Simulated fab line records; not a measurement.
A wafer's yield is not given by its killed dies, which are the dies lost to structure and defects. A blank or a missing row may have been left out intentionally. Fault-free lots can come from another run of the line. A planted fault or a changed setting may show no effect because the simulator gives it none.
fab line records + flow nandHarc
[record]
- lots = 13
- wafers = 39
- lastDay = 33
route steps=1302 shown P_ZERO_WELL@18
lots with no fault: from the same line, run without faults
startH: start of the lot's first displayed wafer, in hours after the record's first day + waitH: time in hours since the lot's previous step + " same as the row above + L1.1+2: a row that stands for several wafers + - no value, or no start given + * or withheld: withheld + < > ~ a bound
route shown NAME@n: names a module that has steps shown in the file, with the first one's number in the route + usual: the fault-free wafers' mean and standard deviation + same: alike in all rows + chamber/n: place in a boat + sites: the reading at each site + _std_site: their standard deviation + _edge_site: outer sites' mean less inner sites' + radiusMm: for every site, how far away it sits from the centre of the wafer + mask NAME#n: copy n + behind: tool/chamber where the wafer was last shaped + hold: what put the lot on hold/how long, in hours/how the hold closed + device: transistor that didn't switch, given as n, p or np + end of line: at the end of the route, the tests of the same wafers + a step with no rows: only its recipe + killed: count of dies lost to structure and defects at first sort (not the wafer's yield) + map: the dies of a wafer, with x for killed, . for not killed, _ for no die there
set.NAME: setting as actually run; set.NAME@STEP: the setting as run at that earlier step + model.NAME: the simulator's own value behind a step, which no gauge read
one table for each step of the route and one row for each wafer, over a sample of lots
services: from which hour (startH, from the record's first day; less than 0 if before it) a tool's chamber was out of use, for how many hours, and why
[[steps]]
[step NHARC_P_ZERO_WELL_ETCH_62]
[recipe]
- targetDepthA = 130
- timeS = 6.5
- chf3FlowSccm = 50
- arFlowSccm = 200
- rfW = 500
- biasW = 200
- chemistry = CHF3/Ar
[usual]
- drypumpMotorCurrentA = 5.9/0.42
- oesProductAu = 0.958/0.016
- rfFwdPowerW = 488.1/1.7
- rfVppV = 370.8/2.2
- showerheadPlenumPTorr = 2.35/0.088
- throttleValvePct = 20.215/0.0085
| lot.wafer | tool       | chamber | startH | waitH | drypumpMotorCurrentA | oesProductAu | rfFwdPowerW | rfHoursCounterH | rfVppV | showerheadPlenumPTorr | throttleValvePct |
|-----------|------------|---------|--------|-------|----------------------|--------------|-------------|-----------------|--------|-----------------------|------------------|
| L591.1    | rieDiel-07 | 0       | -      | -     | 5.7                  | 0.953        | 489.5       | 19              | 369.6  | 2.32                  | 20.237           |
| L591.6    | "          | 3       | "      | "     | 5.6                  | 0.965        | 486.1       | -               | 368.7  | 2.22                  | 20.221           |
| L591.5    | "          | 0       | "      | "     | 5.7                  | 0.964        | 487.2       | -               | 370.7  | 2.32                  | 20.215           |
| L592.2    | rieDiel-07 | 3       | -      | -     | 5.6                  | 0.966        | 490.3       | 22              | 368.8  | 2.22                  | 20.222           |
| L592.3    | "          | 1       | "      | "     | 6.6                  | 0.961        | 489.7       | 26              | 374.4  | 2.48                  | 20.205           |
| L592.5    | "          | 2       | "      | "     | 5.9                  | 0.971        | 490.8       | -               | 369.3  | 2.32                  | 20.194           |
| L593.2    | rieDiel-13 | 3       | -      | -     | 6.3                  | 0.967        | 486.2       | 12              | 372.3  | 2.43                  | 20.224           |
| L593.4    | "          | 1       | "      | "     | 5.3                  | 0.950        | 489.1       | 12              | 374.1  | 2.53                  | 20.218           |
| L593.6    | "          | 0       | "      | "     | 5.3                  | 0.947        | 489.2       | -               | 372.5  | 2.44                  | 20.231           |
| L596.2    | rieDiel-13 | 0       | -      | -     | 5.4                  | 0.920        | 487.6       | 20              | 373.1  | 2.43                  | 20.216           |
| L596.1    | "          | 1       | "      | "     | 5.4                  | 0.929        | 487.7       | 22              | 373.7  | 2.53                  | 20.220           |
| L596.5    | "          | 3       | "      | "     | 6.4                  | 0.929        | 488.8       | -               | 373.0  | 2.42                  | 20.209           |
| L597.2    | rieDiel-03 | 1       | -      | -     | 5.1                  | 0.962        | 490.1       | 44              | 371.4  | 2.37                  | 20.222           |
| L597.3    | "          | 2       | "      | "     | 6.2                  | 0.934        | 488.2       | 40              | 371.1  | 2.35                  | 20.212           |
| L597.5    | "          | 0       | "      | "     | 6.4                  | 0.962        | 488.0       | -               | 368.6  | 2.23                  | 20.216           |
| L599.1    | rieDiel-07 | 1       | -      | -     | 6.6                  | 0.965        | 491.9       | 53              | 374.0  | 2.47                  | 20.210           |
| L599.2    | "          | 3       | "      | "     | 5.6                  | 0.969        | 485.0       | 47              | 368.7  | 2.21                  | 20.222           |
| L599.5    | "          | 2       | "      | "     | 5.9                  | 0.960        | 488.8       | -               | 371.5  | 2.31                  | 20.210           |
| L600.2    | rieDiel-07 | 1       | -      | -     | 6.6                  | 0.949        | 486.0       | 57              | 373.0  | 2.47                  | 20.207           |
| L600.4    | "          | 2       | "      | "     | 5.9                  | 0.960        | 488.5       | 52              | 371.5  | 2.31                  | 20.208           |
| L600.6    | "          | 3       | "      | "     | 5.6                  | 0.970        | 487.0       | -               | 367.7  | 2.21                  | 20.223           |
| L601.4    | rieDiel-03 | 1       | -      | -     | 5.1                  | 0.963        | 487.5       | 2               | 371.6  | 2.36                  | 20.223           |
| L601.3    | "          | 2       | "      | "     | 6.2                  | 0.953        | 487.4       | 2               | 370.7  | 2.35                  | 20.230           |
| L601.5    | "          | 1       | "      | "     | 5.1                  | 0.968        | 489.4       | -               | 371.0  | 2.36                  | 20.211           |
| L603.3    | rieDiel-07 | 1       | -      | -     | 6.6                  | 0.965        | 488.0       | 6               | 371.4  | 2.46                  | 20.217           |
| L603.5    | "          | 0       | "      | "     | 5.7                  | 0.955        | 485.3       | -               | 368.0  | 2.31                  | 20.227           |
| L603.6    | "          | 1       | "      | "     | 6.5                  | 0.963        | 489.9       | -               | 373.2  | 2.46                  | 20.213           |
| L604.2    | rieDiel-03 | 1       | -      | -     | 5.1                  | 0.956        | 486.6       | 11              | 371.0  | 2.36                  | 20.207           |
| L604.4    | "          | 2       | "      | "     | 6.2                  | 0.964        | 488.1       | 11              | 370.3  | 2.35                  | 20.218           |
| L604.3    | "          | 3       | "      | "     | 6.0                  | 0.981        | 487.9       | 9               | 372.6  | 2.39                  | 20.217           |
| L606.3    | rieDiel-03 | 1       | -      | -     | 5.1                  | 0.943        | 487.0       | 22              | 372.7  | 2.35                  | 20.204           |
| L606.4    | "          | 2       | "      | "     | 6.2                  | 0.938        | 486.8       | 22              | 371.5  | 2.34                  | 20.203           |
| L606.5    | "          | 3       | "      | "     | 6.0                  | 0.952        | 487.3       | -               | 371.1  | 2.38                  | 20.216           |
| L607.3    | rieDiel-13 | 2       | -      | -     | 5.7                  | 0.971        | 490.4       | 0               | 372.5  | 2.34                  | 20.223           |
| L607.2    | "          | 3       | "      | "     | 6.4                  | 0.961        | 486.7       | 2               | 372.0  | 2.41                  | 20.211           |
| L607.4    | "          | 0       | "      | "     | 5.4                  | 0.959        | 488.7       | 3               | 370.3  | 2.42                  | 20.208           |
| L614.3    | rieDiel-13 | 3       | -      | -     | 6.3                  | 0.980        | 486.3       | 20              | 373.0  | 2.40                  | 20.211           |
| L614.4    | "          | 0       | "      | "     | 5.4                  | 0.970        | 487.3       | 26              | 372.6  | 2.41                  | 20.226           |
| L614.5    | "          | 2       | "      | "     | 5.7                  | 0.955        | 488.8       | -               | 369.7  | 2.33                  | 20.216           |
[step NHARC_P_ZERO_WELL_EXPOSE_34]
[recipe]
- na = 0.6
- targetCdNm = 720
- doseMj = 22.31
- maskId = P_PWELL
[usual]
- focusOffsetNm = -0.1/0.52
- stageVelMmS = 500.05/0.28
[same]
- na = 0.6
| lot.wafer | tool          | chamber | startH | waitH | mask      | focusOffsetNm | stageVelMmS |
|-----------|---------------|---------|--------|-------|-----------|---------------|-------------|
| L591.1    | krfScanner-04 | 0       | 24.11  | -     | P_PWELL#0 | 0.0           | 500.06      |
| L591.5    | "             | 0       | "      | "     | P_PWELL#0 | -0.9          | 499.99      |
| L591.6    | "             | 0       | "      | "     | P_PWELL#0 | -0.5          | 500.12      |
| L592.2    | krfScanner-04 | 0       | 33.88  | -     | P_PWELL#0 | -0.1          | 499.81      |
| L592.3    | "             | 0       | "      | "     | P_PWELL#0 | 0.3           | 500.11      |
| L592.5    | "             | 0       | "      | "     | P_PWELL#0 | 0.9           | 499.76      |
| L593.2    | krfScanner-04 | 0       | 43.94  | -     | P_PWELL#0 | 0.2           | 500.17      |
| L593.4    | "             | 0       | "      | "     | P_PWELL#0 | 0.1           | 500.08      |
| L593.6    | "             | 0       | "      | "     | P_PWELL#0 | -0.7          | 500.08      |
| L596.1    | krfScanner-04 | 0       | 73.94  | -     | P_PWELL#0 | 0.0           | 500.14      |
| L596.2    | "             | 0       | "      | "     | P_PWELL#0 | -0.3          | 499.87      |
| L596.5    | "             | 0       | "      | "     | P_PWELL#0 | -0.1          | 500.08      |
| L597.2    | krfScanner-01 | 0       | 91.01  | -     | P_PWELL#0 | -0.9          | 499.74      |
| L597.3    | "             | 0       | "      | "     | P_PWELL#0 | -0.8          | 500.13      |
| L597.5    | "             | 0       | "      | "     | P_PWELL#0 | -0.7          | 500.22      |
| L599.1    | krfScanner-04 | 0       | 104.12 | -     | P_PWELL#0 | -0.4          | 500.11      |
| L599.2    | "             | 0       | "      | "     | P_PWELL#0 | 0.7           | 499.75      |
| L599.5    | "             | 0       | "      | "     | P_PWELL#0 | 0.0           | 500.00      |
| L600.2    | krfScanner-02 | 0       | 114.60 | -     | P_PWELL#0 | 0.2           | 500.28      |
| L600.4    | "             | 0       | "      | "     | P_PWELL#0 | 0.1           | 499.93      |
| L600.6    | "             | 0       | "      | "     | P_PWELL#0 | 0.4           | 499.96      |
| L601.3    | krfScanner-04 | 0       | 124.40 | -     | P_PWELL#0 | -0.1          | 500.43      |
| L601.4    | "             | 0       | "      | "     | P_PWELL#0 | -0.2          | 500.43      |
| L601.5    | "             | 0       | "      | "     | P_PWELL#0 | 0.1           | 500.19      |
| L603.3    | krfScanner-04 | 0       | 143.94 | -     | P_PWELL#0 | 0.1           | 499.89      |
| L603.5    | "             | 0       | "      | "     | P_PWELL#0 | 0.5           | 499.74      |
| L603.6    | "             | 0       | "      | "     | P_PWELL#0 | 0.6           | 499.90      |
| L604.2    | krfScanner-04 | 0       | 153.82 | -     | P_PWELL#0 | 1.2           | 500.02      |
| L604.3    | "             | 0       | "      | "     | P_PWELL#0 | 0.5           | 500.32      |
| L604.4    | "             | 0       | "      | "     | P_PWELL#0 | 0.7           | 500.07      |
| L606.3    | krfScanner-01 | 0       | 174.86 | -     | P_PWELL#0 | 0.3           | 500.09      |
| L606.4    | "             | 0       | "      | "     | P_PWELL#0 | -0.1          | 499.94      |
| L606.5    | "             | 0       | "      | "     | P_PWELL#0 | 0.3           | 500.18      |
| L607.2    | krfScanner-01 | 0       | 183.69 | -     | P_HVPW#0  | -0.6          | 499.77      |
| L607.3    | "             | 0       | "      | "     | P_HVPW#0  | -0.4          | 499.69      |
| L607.4    | "             | 0       | "      | "     | P_HVPW#0  | -0.4          | 499.78      |
| L614.3    | krfScanner-02 | 0       | 253.82 | -     | P_PWELL#0 | 1.0           | 499.71      |
| L614.4    | "             | 0       | "      | "     | P_PWELL#0 | -0.3          | 499.69      |
| L614.5    | "             | 0       | "      | "     | P_PWELL#0 | 0.2           | 499.46      |
[step NHARC_P_ZERO_WELL_CD_MEAS_37]
[recipe]
- targetCdNm = 720
- landingEnergyEv = 500
[usual]
- cdNm = 719.5/1.8
| lot.wafer | tool     | chamber | startH | waitH | cdNm  |
|-----------|----------|---------|--------|-------|-------|
| L591.1    | cdSem-02 | 0       | 24.27  | -     | 719.5 |
| L591.5    | "        | 0       | "      | "     | 718.2 |
| L591.6    | "        | 0       | "      | "     | 718.5 |
| L592.2    | cdSem-03 | 0       | 34.03  | -     | 722.2 |
| L592.3    | "        | 0       | "      | "     | 721.8 |
| L592.5    | "        | 0       | "      | "     | 721.1 |
| L593.2    | cdSem-02 | 0       | 44.09  | -     | 719.9 |
| L593.4    | "        | 0       | "      | "     | 717.2 |
| L593.6    | "        | 0       | "      | "     | 719.0 |
| L596.1    | cdSem-01 | 0       | 74.10  | -     | 722.5 |
| L596.2    | "        | 0       | "      | "     | 720.2 |
| L596.5    | "        | 0       | "      | "     | 723.4 |
| L597.2    | cdSem-01 | 0       | 91.16  | -     | 722.0 |
| L597.3    | "        | 0       | "      | "     | 719.3 |
| L597.5    | "        | 0       | "      | "     | 720.0 |
| L599.1    | cdSem-02 | 0       | 104.28 | -     | 720.3 |
| L599.2    | "        | 0       | "      | "     | 720.4 |
| L599.5    | "        | 0       | "      | "     | 719.9 |
| L600.2    | cdSem-03 | 0       | 114.75 | -     | 720.6 |
| L600.4    | "        | 0       | "      | "     | 720.4 |
| L600.6    | "        | 0       | "      | "     | 718.1 |
| L601.3    | cdSem-02 | 0       | 124.56 | -     | 719.7 |
| L601.4    | "        | 0       | "      | "     | 718.7 |
| L601.5    | "        | 0       | "      | "     | 721.2 |
| L603.3    | cdSem-03 | 0       | 144.10 | -     | 722.4 |
| L603.5    | "        | 0       | "      | "     | 720.1 |
| L603.6    | "        | 0       | "      | "     | 720.8 |
| L604.2    | cdSem-01 | 0       | 153.97 | -     | 718.6 |
| L604.3    | "        | 0       | "      | "     | 721.2 |
| L604.4    | "        | 0       | "      | "     | 719.9 |
| L606.3    | cdSem-03 | 0       | 175.02 | -     | 721.4 |
| L606.4    | "        | 0       | "      | "     | 720.2 |
| L606.5    | "        | 0       | "      | "     | 723.1 |
| L607.2    | cdSem-02 | 0       | 183.84 | -     | -     |
| L607.3    | "        | 0       | "      | "     | -     |
| L607.4    | "        | 0       | "      | "     | -     |
| L614.3    | cdSem-02 | 0       | 253.97 | -     | 719.7 |
| L614.4    | "        | 0       | "      | "     | 718.6 |
| L614.5    | "        | 0       | "      | "     | 716.4 |
[step NHARC_P_ZERO_WELL_CD_MEAS_52]
[recipe]
- targetCdNm = 2000
- landingEnergyEv = 500
[usual]
- cdNm = 1999.6/1.6
| lot.wafer | tool     | chamber | startH | waitH | cdNm   |
|-----------|----------|---------|--------|-------|--------|
| L591.1    | cdSem-02 | 0       | 26.36  | -     | 2004.7 |
| L591.5    | "        | 0       | "      | "     | 2000.5 |
| L591.6    | "        | 0       | "      | "     | 1999.6 |
| L592.2    | cdSem-02 | 0       | 35.66  | -     | 1999.6 |
| L592.3    | "        | 0       | "      | "     | 2001.2 |
| L592.5    | "        | 0       | "      | "     | 2000.2 |
| L593.2    | cdSem-03 | 0       | 45.73  | -     | 2000.5 |
| L593.4    | "        | 0       | "      | "     | 2000.1 |
| L593.6    | "        | 0       | "      | "     | 1999.7 |
| L596.1    | cdSem-03 | 0       | 75.73  | -     | 2001.6 |
| L596.2    | "        | 0       | "      | "     | 2002.1 |
| L596.5    | "        | 0       | "      | "     | 1999.2 |
| L597.2    | cdSem-01 | 0       | 92.81  | -     | 2000.8 |
| L597.3    | "        | 0       | "      | "     | 1998.9 |
| L597.5    | "        | 0       | "      | "     | 2002.3 |
| L599.1    | cdSem-03 | 0       | 105.93 | -     | 2000.4 |
| L599.2    | "        | 0       | "      | "     | 2000.9 |
| L599.5    | "        | 0       | "      | "     | 1998.3 |
| L600.2    | cdSem-01 | 0       | 116.42 | -     | 2001.2 |
| L600.4    | "        | 0       | "      | "     | 1999.9 |
| L600.6    | "        | 0       | "      | "     | 1999.3 |
| L601.3    | cdSem-02 | 0       | 126.09 | -     | 1998.4 |
| L601.4    | "        | 0       | "      | "     | 1999.7 |
| L601.5    | "        | 0       | "      | "     | 1999.8 |
| L603.3    | cdSem-02 | 0       | 145.73 | -     | 1999.5 |
| L603.5    | "        | 0       | "      | "     | 1998.8 |
| L603.6    | "        | 0       | "      | "     | 1998.3 |
| L604.2    | cdSem-03 | 0       | 155.62 | -     | 1998.4 |
| L604.3    | "        | 0       | "      | "     | 1997.7 |
| L604.4    | "        | 0       | "      | "     | 1998.9 |
| L606.3    | cdSem-01 | 0       | 176.72 | -     | 1998.8 |
| L606.4    | "        | 0       | "      | "     | 1999.0 |
| L606.5    | "        | 0       | "      | "     | 1998.8 |
| L607.2    | cdSem-03 | 0       | 185.65 | -     | 2000.5 |
| L607.3    | "        | 0       | "      | "     | 2000.6 |
| L607.4    | "        | 0       | "      | "     | 1999.4 |
| L614.3    | cdSem-03 | 0       | 255.48 | -     | 1999.0 |
| L614.4    | "        | 0       | "      | "     | 2000.7 |
| L614.5    | "        | 0       | "      | "     | 2000.7 |
[step NHARC_P_ZERO_WELL_INSPECT_43]
[usual]
- rawDefectCount = 13/6.2
| lot.wafer | tool             | chamber | startH | waitH | rawDefectCount |
|-----------|------------------|---------|--------|-------|----------------|
| L591.1    | defectInspect-01 | -       | 28.20  | 0.6   | 20             |
| L591.5    | "                | -       | "      | "     | 20             |
| L591.6    | "                | -       | "      | "     | 3              |
| L592.2    | defectInspect-02 | -       | 37.47  | 0.5   | 9              |
| L592.3    | "                | -       | "      | "     | 11             |
| L592.5    | "                | -       | "      | "     | 5              |
| L593.2    | defectInspect-02 | -       | 47.55  | 0.5   | 2              |
| L593.4    | "                | -       | "      | "     | 8              |
| L593.6    | "                | -       | "      | "     | 5              |
| L596.1    | defectInspect-02 | -       | 77.57  | 0.6   | 17             |
| L596.2    | "                | -       | "      | "     | 9              |
| L596.5    | "                | -       | "      | "     | 24             |
| L597.2    | defectInspect-02 | -       | 94.62  | 0.5   | 11             |
| L597.3    | "                | -       | "      | "     | 6              |
| L597.5    | "                | -       | "      | "     | 15             |
| L599.1    | defectInspect-01 | -       | 108.02 | 0.6   | 19             |
| L599.2    | "                | -       | "      | "     | 18             |
| L599.5    | "                | -       | "      | "     | 19             |
| L600.2    | defectInspect-02 | -       | 118.30 | 0.5   | 11             |
| L600.4    | "                | -       | "      | "     | 9              |
| L600.6    | "                | -       | "      | "     | 6              |
| L601.3    | defectInspect-02 | -       | 127.90 | 0.4   | 14             |
| L601.4    | "                | -       | "      | "     | 14             |
| L601.5    | "                | -       | "      | "     | 26             |
| L603.3    | defectInspect-01 | -       | 147.53 | 0.4   | 7              |
| L603.5    | "                | -       | "      | "     | 9              |
| L603.6    | "                | -       | "      | "     | 14             |
| L604.2    | defectInspect-02 | -       | 157.44 | 0.5   | 8              |
| L604.3    | "                | -       | "      | "     | 13             |
| L604.4    | "                | -       | "      | "     | 31             |
| L606.3    | defectInspect-01 | -       | 178.59 | 0.3   | 8              |
| L606.4    | "                | -       | "      | "     | 10             |
| L606.5    | "                | -       | "      | "     | 8              |
| L607.2    | defectInspect-02 | -       | 187.45 | 0.5   | 16             |
| L607.3    | "                | -       | "      | "     | 16             |
| L607.4    | "                | -       | "      | "     | 25             |
| L614.3    | defectInspect-02 | -       | 257.31 | 0.4   | 8              |
| L614.4    | "                | -       | "      | "     | 9              |
| L614.5    | "                | -       | "      | "     | 4              |
[[services]]
| tool          | chamber | startH | hours | kind   |
|---------------|---------|--------|-------|--------|
| krfScanner-04 | -       | 10.00  | 4.0   | pm     |
| rieDiel-07    | 0       | 28.84  | 4.6   | repair |
| rieDiel-03    | 1       | 75.79  | 1.2   | repair |
| krfScanner-02 | -       | 81.68  | 2.4   | repair |
| krfScanner-02 | -       | 89.67  | 4.1   | repair |
| krfScanner-02 | -       | 94.00  | 4.0   | pm     |
| rieDiel-07    | 0       | 96.11  | 9.6   | repair |
| krfScanner-02 | -       | 103.59 | 3.3   | repair |
| rieDiel-03    | -       | 104.30 | 9.0   | pm     |
| rieDiel-07    | -       | 117.35 | 9.0   | pm     |
| krfScanner-01 | -       | 140.03 | 4.0   | pm     |
| krfScanner-04 | -       | 153.85 | 0.5   | repair |
| rieDiel-13    | 2       | 156.41 | 22.4  | repair |
| rieDiel-13    | -       | 165.01 | 9.0   | pm     |
| krfScanner-04 | -       | 167.36 | 0.3   | repair |
| rieDiel-07    | 1       | 171.26 | 18.0  | repair |
| rieDiel-07    | 2       | 174.65 | 3.1   | repair |
| krfScanner-04 | -       | 182.00 | 4.0   | pm     |
| rieDiel-13    | 3       | 200.20 | 13.6  | repair |
| rieDiel-13    | -       | 202.49 | 0.5   | repair |
| krfScanner-02 | -       | 208.56 | 0.6   | repair |
| rieDiel-07    | -       | 209.11 | 3.7   | repair |
| rieDiel-03    | 0       | 237.81 | 4.4   | repair |
| rieDiel-13    | 1       | 252.63 | 6.6   | repair |
[[key]]
[firstSign]
- step = NHARC_P_ZERO_WELL_EXPOSE_34
- reading = mask
- direction = changed
[effect]
- step = NHARC_P_ZERO_WELL_CD_MEAS_37
- reading = cdNm
- direction = missing
metAt NHARC_P_ZERO_WELL_EXPOSE_34
struckLots L607
laterRowsLeftOut L607.2,L607.3,L607.4
sortLeftOut L607.2,L607.3,L607.4
testerLeftOut L607
notActingAt NHARC_P_ZERO_WELL_ETCH_62,NHARC_P_ZERO_WELL_CD_MEAS_52,NHARC_P_ZERO_WELL_INSPECT_43
onsetBetween 174.86 183.69
[fault]
- kind = wrongMask
- tool = any
- chamber = -
- onsetH = 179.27
- steps = NHARC_P_ZERO_WELL_EXPOSE_34
- auxCopy = P_HVPW#0
- scope = struckLotsOnly
// testerLeftOut: of these lots the tester's yield and bins aren't shown, on N5 and GAA mostly nor the transistor test; their killed dies are dies lost to structure and defects alone, not to doping, threshold or leakage, so they don't give the yield
// sortLeftOut: the simulated sort isn't trusted on such a fault, so these wafers' sort isn't shown, and their yield isn't known
// laterRowsLeftOut: the simulator's readings of these wafers behind a module that went badly wrong aren't trusted and aren't shown, but for the sort
